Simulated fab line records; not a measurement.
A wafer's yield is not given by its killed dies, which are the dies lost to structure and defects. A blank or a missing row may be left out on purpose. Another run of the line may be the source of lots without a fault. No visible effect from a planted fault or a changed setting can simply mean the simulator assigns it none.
Split-lot trial    flow n5 finfet    21 wafers read from 7 lots, route of 1938 steps

== SPLIT DETAILS ==
At N5_BEOL_M4_EXPOSE_25 (exposes mask V3, defocus 5 nm), the setting dose mj was moved away from the recipe's 63 on 4 of the 21 wafers read, by -5.9% to +7.3%. All remaining wafers had this setting at the recipe value.

== FROM THE SPLIT TO THE READING: what the file shows between them, 2 steps ==
- N5_BEOL_M4_PEB_26: peb time 60 s
- N5_BEOL_M4_DEVELOP_27: develop time 30 s

== THE READING ==
cd nm, in nm, at N5_BEOL_M4_CD_MEAS_28 (target cd 26.2 nm, target cd y 24.1 nm). Fault-free wafers of this fab line usually give 26.20 nm, standard deviation 0.21 nm.

wafer   tool, chamber at the split  dose mj as run  against the recipe  cd nm, nm  against lot-mates on the recipe
L077.2  euv scanner-01, 0           63              recipe              26.57      -
L077.4  euv scanner-01, 0           63              recipe              26.24      -
L077.6  euv scanner-01, 0           63              recipe              26.49      -
L079.1  euv scanner-01, 0           63              recipe              26.35      -
L079.3  euv scanner-01, 0           63              recipe              26.26      -
L079.6  euv scanner-01, 0           63              recipe              26.40      -
L081.4  euv scanner-01, 0           65.92           +4.6%               26.81      +0.73
L081.5  euv scanner-01, 0           63              recipe              26.13      -
L081.6  euv scanner-01, 0           63              recipe              26.03      -
L083.2  euv scanner-02, 0           63              recipe              26.45      -
L083.3  euv scanner-02, 0           63              recipe              26.26      -
L083.6  euv scanner-02, 0           63              recipe              26.62      -
L086.1  euv scanner-02, 0           59.31           -5.9%               25.02      -1.18
L086.4  euv scanner-02, 0           63              recipe              26.16      -
L086.6  euv scanner-02, 0           63              recipe              26.24      -
L088.1  euv scanner-02, 0           63              recipe              26.28      -
L088.3  euv scanner-02, 0           67.59           +7.3%               27.50      +1.22
L088.6  euv scanner-02, 0           67.59           +7.3%               27.13      +0.85
L092.2  euv scanner-01, 0           63              recipe              25.56      -
L092.4  euv scanner-01, 0           63              recipe              26.40      -
L092.5  euv scanner-01, 0           63              recipe              26.09      -

THE FIT
A straight line over all 21 wafers: cd nm changes by +0.158 nm for each +1% of dose mj; r = +0.88; the points scatter about the line by 0.25 nm.
The same after taking each lot's own level away (the mean of its wafers on the recipe; 21 wafers): +0.159 nm for each +1%; r = +0.92; scatter 0.19 nm.
According to that fit, moving dose mj by its largest amount changes the reading by 1.2 nm.
The lots' own levels span 26.017 to 26.443 nm, that is 2.0 times the standard deviation above.
So the lot-to-lot level changes the slope little: the two slopes agree.
Check: with one of the wafers moved furthest among these (+7.3%) left out of the fit, the line predicts +1.09 nm for it against its lot-mates. It came out at +1.22 nm against them.

== OTHER SPLITS APPLIED TO THESE WAFERS ==
Other splits were also applied to these wafers ahead of the reading. Each is held against what the fit with the lots' levels taken away leaves over:
other split on the same wafers     wafers away from the commonest value  r with cd nm (lot level and that fit taken away)
N5_BEOL_M2_TRENCH_ETCH_37 time s   8                                     -0.23
N5_BEOL_M3_ETCH_41 target depth a  9                                     +0.34

== FILE'S OWN FIT ==
cd nm changes by +0.164 nm for each +1% of dose mj, r = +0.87.
